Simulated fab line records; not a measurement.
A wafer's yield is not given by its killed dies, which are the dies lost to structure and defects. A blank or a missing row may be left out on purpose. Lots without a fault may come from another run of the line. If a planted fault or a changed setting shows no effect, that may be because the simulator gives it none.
Matching of chambers + flow nand-harc + NHARC_P_ZERO_WELL_ETCH_65 on rie-diel-04: 4 sister chambers
The step etches the open film in N2/H2, target depth 80 nm, overetch 24 nm, time 87.88 s. 8 wafers are shown with their chamber, then 11 later ones without.

## WAFERS, EACH WITH ITS CHAMBER
| wafer  | chamber | drypump-motor-current-A (A) | showerhead-plenum-p-Torr (Torr) |
|--------|---------|-----------------------------|---------------------------------|
| L076.4 | 1       | 6.3                         | 2.07                            |
| L083.1 | 1       | 6.4                         | 2.06                            |
| L083.2 | 0       | 5.4                         | 2.02                            |
| L085.2 | 3       | 5.7                         | 1.94                            |
| L085.5 | 3       | 5.7                         | 1.94                            |
| L086.4 | 0       | 5.4                         | 2.02                            |
| L086.5 | 2       | 6.0                         | 1.96                            |
| L087.1 | 2       | 6.0                         | 1.96                            |

## WAFERS WITH NO CHAMBER GIVEN
| wafer  | drypump-motor-current-A (A) | showerhead-plenum-p-Torr (Torr) |
|--------|-----------------------------|---------------------------------|
| L087.2 | 6.4                         | 2.06                            |
| L087.3 | 5.7                         | 1.94                            |
| L092.2 | 6.0                         | 1.95                            |
| L092.5 | 5.4                         | 2.01                            |
| L092.6 | 6.4                         | 2.05                            |
| L095.2 | 5.4                         | 2.01                            |
| L095.3 | 6.4                         | 2.05                            |
| L095.6 | 6.4                         | 2.05                            |
| L096.4 | 5.4                         | 2.01                            |
| L096.5 | 6.4                         | 2.05                            |
| L096.6 | 5.4                         | 2.01                            |

## WHICH CHAMBER EACH ONE RAN IN
| wafer  | from the rows above | in truth |
|--------|---------------------|----------|
| L087.2 | 1                   | 1        |
| L087.3 | 3                   | 3        |
| L092.2 | 2                   | 2        |
| L092.5 | 0                   | 0        |
| L092.6 | 1                   | 1        |
| L095.2 | 0                   | 0        |
| L095.3 | 1                   | 1        |
| L095.6 | 1                   | 1        |
| L096.4 | 0                   | 0        |
| L096.5 | 1                   | 1        |
| L096.6 | 0                   | 0        |
Placed correctly: 11 of 11. Number that these rows cannot place: 0. Placed wrongly: 0.
How it was worked out, from the rows above alone: a wafer's distance from a chamber is the root of the sum, over the readings, of the square of ((its reading less the chamber's mean) divided by the reading's scatter). If the next closest chamber is less than 2 further off than the closest, the wafer can't be placed; otherwise it belongs to the closest. For every chamber, the mean is computed from those of its wafers that are shown. The scatter: the root of (the sum of the squares of (reading less its chamber's mean) over the shown wafers, divided by (wafers less chambers)).
